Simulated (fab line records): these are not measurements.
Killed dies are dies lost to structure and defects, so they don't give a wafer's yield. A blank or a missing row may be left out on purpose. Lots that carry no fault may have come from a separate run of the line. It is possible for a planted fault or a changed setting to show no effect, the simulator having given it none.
Matching of chambers | flow n5Finfet | aldSin-03 running N5_ILD0_LINER_00: 4 sister chambers
The step material SiNx, target thk 4 nm, pulse time 1 s, purge time 2 s. 8 wafers are shown with their chamber, then 12 later ones without.

EACH WAFER AND ITS CHAMBER
wafer  | chamber | heaterPowerW (W) | precursorPulseHeightRel
L076.4 | 1       | 754              | 1.017
L080.3 | 1       | 730              | 1.018
L086.1 | 0       | 852              | 1.031
L086.3 | 2       | 801              | 0.999
L086.4 | 3       | 814              | 0.977
L087.3 | 0       | 875              | 0.995
L087.5 | 2       | 776              | 0.974
L087.6 | 3       | 855              | 0.997

WAFERS WITHOUT THEIR CHAMBER
wafer  | heaterPowerW (W) | precursorPulseHeightRel
L090.1 | 854              | 1.033
L090.2 | 845              | 1.001
L090.5 | 881              | 0.989
L091.3 | 815              | 1.028
L091.4 | 774              | 0.964
L091.6 | 772              | 1.001
L093.1 | 829              | 0.968
L093.4 | 788              | 1.007
L093.6 | 732              | 0.989
L097.3 | 883              | 0.948
L097.4 | 747              | 0.996
L097.6 | 861              | 0.985

EACH ONE'S CHAMBER
wafer  | from the rows above               | in truth
L090.1 | can't be placed: 0 or 3           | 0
L090.2 | can't be placed: 3 or 0 or 2      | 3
L090.5 | can't be placed: 0 or 3           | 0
L091.3 | can't be placed: 0 or 3 or 2 or 1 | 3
L091.4 | can't be placed: 2 or 3           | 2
L091.6 | can't be placed: 2 or 1 or 3      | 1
L093.1 | can't be placed: 3 or 2 or 0      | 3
L093.4 | can't be placed: 2 or 1 or 3      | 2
L093.6 | can't be placed: 1 or 2           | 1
L097.3 | can't be placed: 3 or 0 or 2      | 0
L097.4 | can't be placed: 1 or 2           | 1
L097.6 | can't be placed: 3 or 0           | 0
Correct placement for 0 of the 12. Can't be placed from these rows: 12 (the true chamber is among the candidates in 12). Wrongly placed: 0.
How it was worked out, from the rows above alone: a wafer's distance from a chamber is the root of the sum, over the readings, of the square of ((its reading less the chamber's mean) divided by the reading's scatter). If the next closest chamber is less than 2 further off than the closest, the wafer can't be placed; otherwise it belongs to the closest. The mean given for a chamber averages the wafers shown for that chamber. The scatter: the root of (the sum of the squares of (reading less its chamber's mean) over the shown wafers, divided by (wafers less chambers)).
